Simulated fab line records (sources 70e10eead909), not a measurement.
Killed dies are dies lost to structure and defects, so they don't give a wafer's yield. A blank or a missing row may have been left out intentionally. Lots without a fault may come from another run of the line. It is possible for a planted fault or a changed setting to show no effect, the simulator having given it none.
Matching of chambers ; flow nand_harc ; NHARC_A_STAIRCASE_ETCH_444 on rie_diel-03 has 4 sister chambers
The step etches the open film in C4F8/O2, target depth 10200 nm, time 3400 s. 4 wafers are shown with their chamber, then 7 later ones without.

WAFERS PAIRED WITH THEIR CHAMBERS
wafer;chamber;rf_vpp_V (V)
L078.3;3;802
L084.6;2;809
L092.1;0;804
L092.3;1;808

WAFERS MISSING THEIR CHAMBER
wafer;rf_vpp_V (V)
L092.4;812
L093.1;807
L093.2;806
L093.4;801
L093.3;811
L093.5;806
L093.6;811

WHICH CHAMBER EACH ONE RAN IN
wafer;from the rows above;in truth
L092.4;can't be placed: 2 or 1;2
L093.1;can't be placed: 1 or 2 or 0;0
L093.2;can't be placed: 0 or 1 or 2 or 3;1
L093.4;can't be placed: 3 or 0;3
L093.3;can't be placed: 2 or 1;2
L093.5;can't be placed: 0 or 1 or 2 or 3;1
L093.6;can't be placed: 2 or 1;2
Correct placement for 0 of the 7. Unplaceable from these rows: 7, with the true chamber sitting among the candidates in 7. Number placed wrongly: 0.
How it was worked out, from the rows above alone: a wafer's distance from a chamber is the root of the sum, over the readings, of the square of ((its reading less the chamber's mean) divided by the reading's scatter). If the next closest chamber is less than 2 further off than the closest, the wafer can't be placed; otherwise it belongs to the closest. For every chamber, the mean is computed from those of its wafers that are shown. The scatter: root of mean squared gap, hidden wafer to nearest shown wafer, with one shown wafer a chamber.
